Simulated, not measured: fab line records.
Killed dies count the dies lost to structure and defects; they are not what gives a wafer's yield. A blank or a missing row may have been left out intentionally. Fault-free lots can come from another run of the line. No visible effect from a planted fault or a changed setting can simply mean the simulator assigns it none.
fab line records	flow n5Finfet	part 1 of 2: steps 1 to 4 of 6
[record] lots = 24	wafers = 72	lastDay = 19
route steps=1938 shown FIN_SAQP@118 DUMMY_GATE@214
lots that met no fault: from a run of the same line without faults
startH: hours from the record's first day to the start of the lot's first wafer shown	waitH: time in hours since the lot's previous step	" repeats the value in the row above	L1.1+2: several wafers, shown together as one row	- either no value or no given start	* or withheld: withheld	< > ~ a bound
route shown NAME@n: NAME is a module with steps in the file, n the number in the route of the first one	usual: mean/standard deviation taken from wafers without a fault	same: alike in all rows	chamber/n: place in a boat	sites: each site's reading	_std_site: standard deviation across them	_edge_site: outer sites' mean less inner sites'	radiusMm: how far each site lies from the wafer's centre	mask NAME#n: copy n	behind: tool/chamber where the wafer was last shaped	hold: the reason the lot was held/the length of the hold in hours/how it ended	device: transistor that didn't switch, given as n, p or np	end of line: the same wafers' tests at the end of the route	a step without rows: its recipe alone	killed: count of dies lost to structure and defects at first sort (not the wafer's yield)	map: a wafer's dies, marking killed ones x, the rest . and places with no die _
set.NAME: the setting as run; set.NAME@STEP: as run at that earlier step	model.NAME: the simulator's own value behind a step, which no gauge read
steps of the route over a sample of lots; a table a step, a row a wafer
services: the hour from which a tool's chamber was out of use, counted from the record's first day as startH (under 0 if before that day), plus the number of hours and why
[[steps]]
[step N5_FIN_SAQP_HM_OPEN_73]
[recipe] chemistry = CHF3/O2	target = SiO2	stopOn = a-Si	targetDepthA = 120	overEtchFrac = 1.8	maskMaterial = SOC	timeS = 16.8	pressureMtorr = 30	sourceW = 650	biasW = 170	Ar_flow_sccm = 200	CHF3_flow_sccm = 50	O2_flow_sccm = 5	ionEnergyEv = 200	ends = endPoint
[usual] biasW = 170.0/0.56	drypumpMotorCurrentA = 5.6/0.44	oes_o_777_au = 0.79/0.088	oesProductAu = 0.48/0.056	rfVppV = 521/9.7	showerheadPlenumPTorr = 2.40/0.081	throttleValvePct = 18.87/0.26
lot.wafer	tool	chamber	startH	waitH	biasW	drypumpMotorCurrentA	oes_o_777_au	oesProductAu	rfHoursCounterH	rfVppV	showerheadPlenumPTorr	throttleValvePct
L074.2	rieDiel-03	0	22.64	0.0	170.6	5.4	0.82	0.49	84	541	2.34	18.73
L074.3	"	3	"	"	170.3	5.5	0.85	0.52	38	514	2.54	18.52
L074.5	"	1	"	"	169.4	5.3	0.71	0.41	-	515	2.29	18.88
L075.1	rieDiel-01	3	29.62	0.0	169.6	5.0	0.69	0.42	235	540	2.47	19.02
L075.2	"	2	"	"	169.6	6.0	0.73	0.44	177	508	2.31	18.91
L075.6	"	1	"	"	170.7	5.2	0.73	0.43	-	523	2.49	18.87
L076.1	rieDiel-04	0	34.32	0.0	170.1	5.1	0.73	0.42	210	525	2.40	19.15
L076.3	"	3	"	"	170.3	5.8	0.71	0.42	219	505	2.28	19.12
L076.6	"	2	"	"	169.6	5.4	0.85	0.52	-	524	2.46	18.46
L077.1	rieDiel-04	3	41.81	0.0	170.4	5.9	0.70	0.42	221	504	2.28	19.13
L077.4	"	2	"	"	170.8	5.4	0.85	0.53	43	523	2.46	18.46
L077.5	"	3	"	"	170.0	5.9	0.71	0.42	-	506	2.28	19.12
L078.1	rieDiel-01	2	46.01	0.0	169.9	5.9	0.72	0.43	184	506	2.31	18.93
L078.3	"	3	"	"	169.7	5.0	0.69	0.41	241	539	2.47	19.02
L078.5	"	0	"	"	170.4	5.5	0.69	0.42	-	531	2.40	19.08
L079.1	rieDiel-04	1	53.14	0.0	170.8	6.5	0.94	0.57	6	531	2.38	19.02
L079.4	"	3	"	"	169.7	5.9	0.71	0.43	225	506	2.28	19.14
L079.6	"	1	"	"	170.3	6.5	0.94	0.57	-	531	2.38	19.03
L080.2	rieDiel-03	3	58.85	0.0	170.3	5.5	0.83	0.49	53	512	2.54	18.54
L080.5	"	3	"	"	170.2	5.5	0.84	0.50	-	512	2.54	18.54
L080.6	"	0	"	"	169.8	5.3	0.81	0.48	-	541	2.33	18.76
L081.1	rieDiel-04	2	64.38	0.0	169.6	5.4	0.83	0.52	51	524	2.45	18.48
L081.3	"	0	"	"	170.8	5.1	0.72	0.42	222	522	2.39	19.16
L081.6	"	0	"	"	171.1	5.1	0.72	0.42	-	522	2.39	19.16
L082.2	rieDiel-04	2	71.13	0.0	170.2	5.4	0.83	0.52	52	523	2.45	18.47
L082.4	"	0	"	"	170.1	5.1	0.71	0.42	224	522	2.39	19.17
L082.5	"	3	"	"	170.3	5.9	0.71	0.43	-	507	2.28	19.13
L083.1	rieDiel-03	0	76.73	0.0	169.0	5.4	0.81	0.47	105	541	2.33	18.78
L083.4	"	1	"	"	170.1	5.3	0.98	0.57	6	523	2.58	18.45
L083.5	"	2	"	"	169.4	5.6	0.79	0.48	-	515	2.34	18.87
L084.1	rieDiel-03	2	83.07	0.0	169.7	5.6	0.79	0.47	94	515	2.34	18.87
L084.5	"	3	"	"	170.4	5.5	0.82	0.49	-	513	2.53	18.54
L084.6	"	2	"	"	169.1	5.6	0.79	0.47	-	516	2.34	18.88
L085.1	rieDiel-04	3	88.38	0.0	171.2	5.9	0.70	0.42	238	505	2.27	19.15
L085.4	"	2	"	"	169.9	5.4	0.83	0.51	-	524	2.45	18.47
L085.5	"	0	"	"	169.7	5.1	0.71	0.42	-	522	2.39	19.18
L086.1	rieDiel-04	3	93.95	0.0	170.5	5.9	0.70	0.41	240	505	2.27	19.16
L086.2	"	0	"	"	170.2	5.1	0.72	0.41	233	523	2.39	19.20
L086.4	"	1	"	"	169.9	6.5	0.91	0.55	17	531	2.37	19.03
L087.1	rieDiel-01	0	101.73	0.0	169.5	5.5	0.67	0.41	241	530	2.39	19.11
L087.5	"	3	"	"	170.0	4.9	1.00	0.60	-	519	2.47	18.56
L087.6	"	0	"	"	170.7	5.5	0.67	0.41	-	530	2.39	19.12
L088.2	rieDiel-03	3	106.63	0.0	170.5	5.5	0.82	0.48	69	513	2.53	18.57
L088.3	"	1	"	"	171.0	5.3	0.95	0.55	17	523	2.58	18.48
L088.5	"	1	"	"	170.9	5.3	0.94	0.55	-	522	2.58	18.45
L089.1	rieDiel-04	2	112.57	0.0	169.5	5.4	0.81	0.51	68	523	2.45	18.50
L089.3	"	3	"	"	170.0	5.9	0.69	0.41	246	506	2.27	19.17
L089.4	"	0	"	"	171.0	5.1	0.71	0.42	241	523	2.39	19.20
L090.4	rieDiel-04	1	118.13	0.0	170.4	6.5	0.88	0.54	27	530	2.37	19.05
L090.5	"	2	"	"	169.8	5.4	0.82	0.51	-	524	2.45	18.51
L090.6	"	3	"	"	169.4	5.9	0.70	0.42	-	505	2.27	19.17
L091.1	rieDiel-04	1	124.27	0.0	171.3	6.5	0.90	0.53	28	530	2.37	19.06
L091.2	"	0	"	"	170.5	5.1	0.70	0.41	244	522	2.39	19.21
L091.4	"	3	"	"	169.9	5.8	0.69	0.41	249	505	2.27	19.17
L092.4	rieDiel-04	2	130.08	0.0	169.9	5.4	0.81	0.50	-	523	2.44	18.52
L092.5	"	1	"	"	169.4	6.5	0.89	0.54	-	531	2.37	19.05
L092.6	"	0	"	"	169.9	5.1	0.71	0.41	-	522	2.39	19.22
L093.2	rieDiel-04	2	136.09	0.0	169.8	5.4	0.81	0.50	76	523	2.44	18.51
L093.3	"	0	"	"	169.5	5.1	0.70	0.41	248	523	2.38	19.20
L093.5	"	1	"	"	169.2	6.5	0.89	0.54	-	530	2.37	19.07
L094.1	rieDiel-04	1	141.89	0.0	170.9	6.5	0.88	0.52	36	531	2.37	19.07
L094.2	"	2	"	"	169.8	5.4	0.80	0.49	79	523	2.44	18.51
L094.3	"	0	"	"	169.8	5.1	0.70	0.41	251	522	2.38	19.21
L095.1	rieDiel-01	1	148.19	0.0	169.9	5.2	0.70	0.42	248	522	2.47	18.95
L095.3	"	3	"	"	168.6	4.9	0.92	0.56	19	520	2.46	18.61
L095.5	"	2	"	"	169.0	5.9	0.70	0.42	-	505	2.29	19.00
L096.1	rieDiel-03	1	154.64	0.0	170.2	5.3	0.92	0.53	28	524	2.57	18.49
L096.5	"	2	"	"	170.1	5.6	0.77	0.46	-	514	2.33	18.91
L096.6	"	1	"	"	170.9	5.4	0.93	0.54	-	524	2.57	18.49
L097.1	rieDiel-01	0	159.64	0.0	171.6	5.5	0.90	0.55	5	528	2.38	18.74
L097.3	"	3	"	"	170.0	4.9	0.92	0.54	22	521	2.46	18.59
L097.5	"	3	"	"	169.7	4.9	0.90	0.55	-	519	2.46	18.60
[step N5_FIN_SAQP_CD_MEAS_31]
[recipe] targetCdNm = 8	landingEnergyEv = 1000	detector = seInlens	polarity = line
[usual] cdNm = 8.14/0.21
lot.wafer	tool	chamber	startH	waitH	cdNm
L074.2	cdSem-02	0	26.12	0.1	8.26
L074.3	"	0	"	"	8.15
L074.5	"	0	"	"	8.19
L075.1	cdSem-01	0	33.67	0.1	8.16
L075.2	"	0	"	"	8.17
L075.6	"	0	"	"	7.98
L076.1	cdSem-03	0	39.01	0.1	7.81
L076.3	"	0	"	"	8.42
L076.6	"	0	"	"	8.11
L077.1	cdSem-02	0	45.48	0.1	8.13
L077.4	"	0	"	"	8.29
L077.5	"	0	"	"	7.83
L078.1	cdSem-01	0	50.12	0.1	8.11
L078.3	"	0	"	"	8.57
L078.5	"	0	"	"	7.77
L079.1	cdSem-03	0	57.41	0.1	8.06
L079.4	"	0	"	"	7.74
L079.6	"	0	"	"	7.83
L080.2	cdSem-03	0	62.45	0.1	8.38
L080.5	"	0	"	"	8.49
L080.6	"	0	"	"	8.28
L081.1	cdSem-01	0	68.84	0.1	8.08
L081.3	"	0	"	"	8.39
L081.6	"	0	"	"	8.08
L082.2	cdSem-03	0	74.68	0.1	8.05
L082.4	"	0	"	"	8.00
L082.5	"	0	"	"	8.19
L083.1	cdSem-01	0	80.44	0.1	8.11
L083.4	"	0	"	"	7.95
L083.5	"	0	"	"	8.27
L084.1	cdSem-01	0	87.58	0.1	8.25
L084.5	"	0	"	"	8.13
L084.6	"	0	"	"	7.96
L085.1	cdSem-01	0	93.30	0.1	8.10
L085.4	"	0	"	"	7.89
L085.5	"	0	"	"	8.37
L086.1	cdSem-03	0	97.48	0.1	8.05
L086.2	"	0	"	"	8.24
L086.4	"	0	"	"	8.32
L087.1	cdSem-02	0	106.20	0.1	8.26
L087.5	"	0	"	"	8.35
L087.6	"	0	"	"	8.06
L088.2	cdSem-03	0	111.45	0.1	8.66
L088.3	"	0	"	"	8.10
L088.5	"	0	"	"	8.17
L089.1	cdSem-01	0	117.55	0.1	8.27
L089.3	"	0	"	"	8.26
L089.4	"	0	"	"	7.86
L090.4	cdSem-03	0	121.94	0.0	8.43
L090.5	"	0	"	"	8.13
L090.6	"	0	"	"	8.40
L091.1	cdSem-03	0	127.77	0.1	7.81
L091.2	"	0	"	"	7.91
L091.4	"	0	"	"	8.10
L092.4	cdSem-01	0	134.71	0.1	8.09
L092.5	"	0	"	"	8.35
L092.6	"	0	"	"	8.38
L093.2	cdSem-02	0	140.11	0.1	8.41
L093.3	"	0	"	"	8.29
L093.5	"	0	"	"	7.85
L094.1	cdSem-03	0	146.44	0.1	7.95
L094.2	"	0	"	"	8.20
L094.3	"	0	"	"	8.40
L095.1	cdSem-02	0	152.64	0.1	8.15
L095.3	"	0	"	"	8.14
L095.5	"	0	"	"	8.36
L096.1	cdSem-03	0	158.07	0.1	7.81
L096.5	"	0	"	"	8.08
L096.6	"	0	"	"	8.44
L097.1	cdSem-03	0	163.08	0.1	8.14
L097.3	"	0	"	"	8.07
L097.5	"	0	"	"	8.33
[step N5_DUMMY_GATE_ALD_02]
[recipe] material = SiO2	targetThkA = 20	tempC = 300	aldPrecursorFamily = BDEAS	aldCoReactant = O2-plasma	pulseTimeS = 1	pressureTorr = 2
[usual] heaterPowerW = 478/31	precursorPulseHeightRel = 1.000/0.019
lot.wafer	tool	chamber	startH	waitH	heaterPowerW	precursorPulseHeightRel
L074.2	aldSin-03	3	38.06	1.0	461	1.004
L074.3	"	0	"	"	521	1.015
L074.5	"	2	"	"	477	1.040
L075.1	aldSin-04	0	45.07	0.0	486	1.005
L075.2	"	1	"	"	476	0.978
L075.6	"	1	"	"	472	0.995
L076.1	aldSin-04	3	51.87	0.8	515	0.988
L076.3	"	0	"	"	489	0.988
L076.6	"	3	"	"	513	0.991
L077.1	aldSin-03	2	56.65	0.0	473	0.983
L077.4	"	1	"	"	430	1.009
L077.5	"	1	"	"	421	1.020
L078.1	aldSin-04	1	61.23	0.1	476	1.016
L078.3	"	2	"	"	450	1.011
L078.5	"	0	"	"	494	0.989
L079.1	aldSin-03	1	68.83	0.5	428	0.981
L079.4	"	1	"	"	437	1.011
L079.6	"	0	"	"	531	1.016
L080.2	aldSin-01	2	73.36	0.0	499	1.018
L080.5	"	3	"	"	472	0.966
L080.6	"	0	"	"	443	1.000
L081.1	aldSin-04	2	80.22	0.1	460	0.981
L081.3	"	3	"	"	524	1.007
L081.6	"	1	"	"	468	1.014
L082.2	aldSin-04	0	85.60	0.1	491	1.010
L082.4	"	3	"	"	520	1.013
L082.5	"	2	"	"	449	0.982
L083.1	aldSin-04	1	92.23	0.6	471	1.000
L083.4	"	3	"	"	514	0.990
L083.5	"	1	"	"	476	1.017
L084.1	aldSin-04	2	100.74	0.5	451	1.011
L084.5	"	2	"	"	468	1.023
L084.6	"	3	"	"	506	1.016
L085.1	aldSin-04	2	105.93	0.2	453	1.007
L085.4	"	0	"	"	488	1.017
L085.5	"	1	"	"	471	1.010
L086.1	aldSin-03	1	109.34	0.0	422	0.959
L086.2	"	3	"	"	436	1.003
L086.4	"	2	"	"	488	1.014
L087.1	aldSin-04	2	117.59	0.0	450	1.000
L087.5	"	0	"	"	502	0.982
L087.6	"	1	"	"	479	0.971
L088.2	aldSin-03	0	122.26	0.0	523	1.018
L088.3	"	2	"	"	478	1.002
L088.5	"	2	"	"	474	1.033
L089.1	aldSin-01	2	129.78	0.0	466	1.006
L089.3	"	0	"	"	441	1.009
L089.4	"	3	"	"	475	1.000
L090.4	aldSin-04	0	134.48	0.6	490	1.033
L090.5	"	2	"	"	465	1.009
L090.6	"	1	"	"	468	1.016
L091.1	aldSin-03	2	138.77	0.1	490	1.004
L091.2	"	1	"	"	427	1.003
L091.4	"	0	"	"	527	1.008
L092.4	aldSin-03	2	145.97	0.2	490	1.015
L092.5	"	0	"	"	528	0.990
L092.6	"	3	"	"	453	1.028
L093.2	aldSin-01	3	151.30	0.3	466	0.970
L093.3	"	0	"	"	432	1.020
L093.5	"	1	"	"	537	1.030
L094.1	aldSin-03	0	157.71	0.0	521	1.010
L094.2	"	1	"	"	421	0.977
L094.3	"	3	"	"	445	0.990
L095.1	aldSin-04	1	163.59	0.0	479	1.021
L095.3	"	0	"	"	501	1.044
L095.5	"	0	"	"	488	1.003
L096.1	aldSin-03	3	168.91	0.0	468	1.003
L096.5	"	1	"	"	422	1.006
L096.6	"	2	"	"	496	1.017
L097.1	aldSin-04	0	175.97	0.0	484	0.997
L097.3	"	3	"	"	510	1.014
L097.5	"	2	"	"	461	0.982
[step N5_DUMMY_GATE_OVL_MEAS_16]
[recipe] pointsPerWafer = 522
[usual] GATE_OVL = -0.1/0.72
lot.wafer	tool	chamber	startH	waitH	GATE_OVL[nm]
L074.2	overlay-01	0	48.32	0.0	-1.0
L074.3	"	0	"	"	-0.1
L074.5	"	0	"	"	-0.6
L075.1	overlay-02	0	53.49	0.0	0.0
L075.2	"	0	"	"	-1.1
L075.6	"	0	"	"	-1.0
L076.1	overlay-01	0	60.31	0.0	-0.7
L076.3	"	0	"	"	-0.3
L076.6	"	0	"	"	0.3
L077.1	overlay-02	0	66.90	0.0	-0.8
L077.4	"	0	"	"	-0.8
L077.5	"	0	"	"	-1.5
L078.1	overlay-01	0	69.66	0.0	0.5
L078.3	"	0	"	"	0.5
L078.5	"	0	"	"	0.7
L079.1	overlay-02	0	77.39	0.0	0.9
L079.4	"	0	"	"	0.0
L079.6	"	0	"	"	0.6
L080.2	overlay-01	0	81.79	0.0	0.4
L080.5	"	0	"	"	0.5
L080.6	"	0	"	"	1.1
L081.1	overlay-01	0	88.64	0.0	0.4
L081.3	"	0	"	"	-0.9
L081.6	"	0	"	"	-0.2
L082.2	overlay-02	0	96.10	0.0	-0.6
L082.4	"	0	"	"	-0.3
L082.5	"	0	"	"	-0.4
L083.1	overlay-01	0	100.67	0.0	1.3
L083.4	"	0	"	"	-0.4
L083.5	"	0	"	"	0.7
L084.1	overlay-02	0	109.19	0.0	0.1
L084.5	"	0	"	"	0.0
L084.6	"	0	"	"	-0.6
L085.1	overlay-02	0	114.35	0.0	-0.8
L085.4	"	0	"	"	-0.1
L085.5	"	0	"	"	-0.8
L086.1	overlay-01	0	117.78	0.0	-0.1
L086.2	"	0	"	"	0.3
L086.4	"	0	"	"	0.0
L087.1	overlay-02	0	126.14	0.0	0.2
L087.5	"	0	"	"	-0.2
L087.6	"	0	"	"	1.0
L088.2	overlay-01	0	131.17	0.0	0.7
L088.3	"	0	"	"	1.1
L088.5	"	0	"	"	0.1
L089.1	overlay-01	0	138.33	0.0	0.3
L089.3	"	0	"	"	0.5
L089.4	"	0	"	"	0.9
L090.4	overlay-01	0	143.04	0.0	-0.5
L090.5	"	0	"	"	0.6
L090.6	"	0	"	"	0.9
L091.1	overlay-01	0	147.22	0.0	0.1
L091.2	"	0	"	"	0.1
L091.4	"	0	"	"	-0.4
L092.4	overlay-01	0	154.78	0.0	-0.1
L092.5	"	0	"	"	0.3
L092.6	"	0	"	"	0.5
L093.2	overlay-01	0	160.09	0.0	1.3
L093.3	"	0	"	"	-1.0
L093.5	"	0	"	"	-0.6
L094.1	overlay-01	0	166.12	0.0	0.1
L094.2	"	0	"	"	-1.2
L094.3	"	0	"	"	-0.4
L095.1	overlay-02	0	172.13	0.0	-1.1
L095.3	"	0	"	"	-0.5
L095.5	"	0	"	"	-1.1
L096.1	overlay-01	0	177.45	0.0	0.7
L096.5	"	0	"	"	0.3
L096.6	"	0	"	"	-0.7
L097.1	overlay-01	0	184.52	0.0	-1.0
L097.3	"	0	"	"	-0.7
L097.5	"	0	"	"	-1.4
